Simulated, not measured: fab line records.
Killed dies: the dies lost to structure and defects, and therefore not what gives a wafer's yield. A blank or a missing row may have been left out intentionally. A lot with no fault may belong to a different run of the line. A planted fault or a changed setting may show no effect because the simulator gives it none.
Split-lot study    flow n5-finfet    21 wafers read across 7 lots, on a route 1938 steps long

== ON THE SPLIT ==
At N5_BEOL_M8_PECVD_70 (deposits SiO2 from TEOS/O2, target thk 20 nm, time 22.7 s), the setting temp-c was moved away from the recipe's 400 C on 6 of the 21 wafers read, by +3.2% to +4.1%. The other wafers ran this setting at the recipe's value.

== FROM THE SPLIT TO THE READING: what the file shows between them, 3 steps ==
- N5_BEOL_M8_HM_DEP_02: deposits TiN, target thk 20 nm
- N5_BEOL_M8_COAT_59: time 60 s, resist thk 100 nm
- N5_BEOL_M8_STRIP_80: strips in N2/H2, time 10 s

== THE READING ==
SiO2_of_BEOL_M8_PECVD_70.thk-nm (the simulator's own value, which no gauge read), in nm, at N5_BEOL_M8_HM_STRIP_39 (strips TiN in peroxide tin strip, target depth 25 nm, time 158 s). No usual value for it is given in the file. The 15 wafers here that ran the recipe average 19.8 nm, standard deviation 0.35 nm.

wafer   tool, chamber at the split  temp-c as run, C  against the recipe  SiO2_of_BEOL_M8_PECVD_70.thk-nm, nm  against lot-mates on the recipe
L076.1  pecvd-04, 0                 400               recipe              19.6                                 -
L076.3  pecvd-04, 1                 416.4             +4.1%               17.8                                 -1.8
L076.6  pecvd-04, 0                 416.4             +4.1%               17.4                                 -2.2
L080.2  pecvd-03, 2                 412.7             +3.2%               18.2                                 -2.0
L080.4  pecvd-03, 0                 412.7             +3.2%               18.4                                 -1.8
L080.6  pecvd-03, 1                 400               recipe              20.2                                 -
L079.2  pecvd-03, 0                 400               recipe              19.8                                 -
L079.3  pecvd-03, 1                 414.3             +3.6%               17.6                                 -2.3
L079.5  pecvd-03, 1                 400               recipe              20                                   -
L084.3  pecvd-04, 0                 400               recipe              19.4                                 -
L084.4  pecvd-04, 0                 400               recipe              19.6                                 -
L084.6  pecvd-04, 2                 400               recipe              19.8                                 -
L088.2  pecvd-03, 0                 400               recipe              20.2                                 -
L088.4  pecvd-03, 1                 400               recipe              20.4                                 -
L088.6  pecvd-03, 0                 414.8             +3.7%               18.6                                 -1.7
L094.1  pecvd-02, 2,1               400               recipe              19.4                                 -
L094.3  pecvd-02, 2,1               400               recipe              19.4                                 -
L094.5  pecvd-02, 0                 400               recipe              20.4                                 -
L097.1  pecvd-04, 1                 400               recipe              19.8                                 -
L097.2  pecvd-04, 0                 400               recipe              19.4                                 -
L097.6  pecvd-04, 2                 400               recipe              20                                   -
Rows listing several chambers each stand for several wafers; the file does not say which wafer went through which chamber.

FIT RESULTS
A straight line over all 21 wafers: SiO2_of_BEOL_M8_PECVD_70.thk-nm changes by -0.505 nm for each +1% of temp-c; r = -0.92; the points scatter about the line by 0.37 nm.
The same after taking each lot's own level away (the mean of its wafers on the recipe; 21 wafers): -0.534 nm for each +1%; r = -0.96; scatter 0.28 nm.
That fit puts the effect of the largest move of temp-c on the reading at 2.2 nm.
The span of the lots' own levels, 19.60 to 20.30 nm, comes to 2.0 times the standard deviation stated above.
The two slopes agree, so the slope changes little with the lot-to-lot level.
Check: for one of the wafers moved furthest among these (+4.1%), held out of the fit, the line's prediction against its lot-mates is -2.3 nm. It came out at -1.8 nm against them.

== THE WHOLE CHAIN: every reading that the file lists as answering this split, in the file's order ==
step                    what it does                                                      reading                                                                           change (the file's fit)                r (the file's)
N5_BEOL_M8_PECVD_70     deposits SiO2 from TEOS/O2, target thk 20 nm, time 22.7 s         SiO2_of_BEOL_M8_PECVD_70.thk-nm (the simulator's own value, which no gauge read)  -0.523 nm for each +1% of the setting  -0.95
N5_BEOL_M8_HM_STRIP_39  strips TiN in peroxide tin strip, target depth 25 nm, time 158 s  SiO2_of_BEOL_M8_PECVD_70.thk-nm (the simulator's own value, which no gauge read)  -0.539 nm for each +1% of the setting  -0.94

== FILE'S OWN FIT ==
SiO2_of_BEOL_M8_PECVD_70.thk-nm changes by -0.539 nm for each +1% of temp-c, r = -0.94.
